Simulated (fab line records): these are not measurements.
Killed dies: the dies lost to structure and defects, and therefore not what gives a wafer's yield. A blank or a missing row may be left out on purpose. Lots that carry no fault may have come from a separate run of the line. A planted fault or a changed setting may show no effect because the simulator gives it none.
Matching of chambers || flow n5Finfet || pecvd-03 running N5_BEOL_M9_DEP_56: 3 sister chambers
The step deposits SiCN from 3MS/NH3, target thk 15 nm, time 26.5 s. 3 wafers are shown with their chamber, then 10 later ones without.

EACH WAFER AND ITS CHAMBER
{"wafer": "L087.6", "chamber": 1, "throttleValvePct (%)": 9.1}
{"wafer": "L089.1", "chamber": 0, "throttleValvePct (%)": 8.7}
{"wafer": "L089.2", "chamber": 2, "throttleValvePct (%)": 8.8}

WAFERS WITH NO CHAMBER GIVEN
{"wafer": "L089.4", "throttleValvePct (%)": 9.0}
{"wafer": "L088.1", "throttleValvePct (%)": 9.0}
{"wafer": "L088.4", "throttleValvePct (%)": 8.9}
{"wafer": "L088.6", "throttleValvePct (%)": 9.2}
{"wafer": "L091.1", "throttleValvePct (%)": 8.9}
{"wafer": "L091.3", "throttleValvePct (%)": 8.9}
{"wafer": "L091.6", "throttleValvePct (%)": 8.8}
{"wafer": "L096.1", "throttleValvePct (%)": 8.7}
{"wafer": "L096.2", "throttleValvePct (%)": 9.1}
{"wafer": "L096.6", "throttleValvePct (%)": 9.0}

WHICH CHAMBER EACH ONE RAN IN
{"wafer": "L089.4", "from the rows above": "can't be placed: 1 or 2", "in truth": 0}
{"wafer": "L088.1", "from the rows above": "can't be placed: 1 or 2", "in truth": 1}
{"wafer": "L088.4", "from the rows above": "can't be placed: 2 or 1 or 0", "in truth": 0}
{"wafer": "L088.6", "from the rows above": 1, "in truth": 1}
{"wafer": "L091.1", "from the rows above": "can't be placed: 2 or 1 or 0", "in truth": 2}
{"wafer": "L091.3", "from the rows above": "can't be placed: 2 or 1 or 0", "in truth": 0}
{"wafer": "L091.6", "from the rows above": "can't be placed: 2 or 0", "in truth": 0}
{"wafer": "L096.1", "from the rows above": "can't be placed: 0 or 2", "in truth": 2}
{"wafer": "L096.2", "from the rows above": 1, "in truth": 1}
{"wafer": "L096.6", "from the rows above": "can't be placed: 1 or 2", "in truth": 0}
Correct placement for 2 of the 10. These rows do not allow placing 8 (true chamber among the candidates in 6). Number placed wrongly: 0.
How it was worked out, from the rows above alone: a wafer's distance from a chamber is the root of the sum, over the readings, of the square of ((its reading less the chamber's mean) divided by the reading's scatter). If the next closest chamber is less than 2 further off than the closest, the wafer can't be placed; otherwise it belongs to the closest. The mean given for a chamber averages the wafers shown for that chamber. The scatter: root of mean squared gap, hidden wafer to nearest shown wafer, with one shown wafer a chamber.
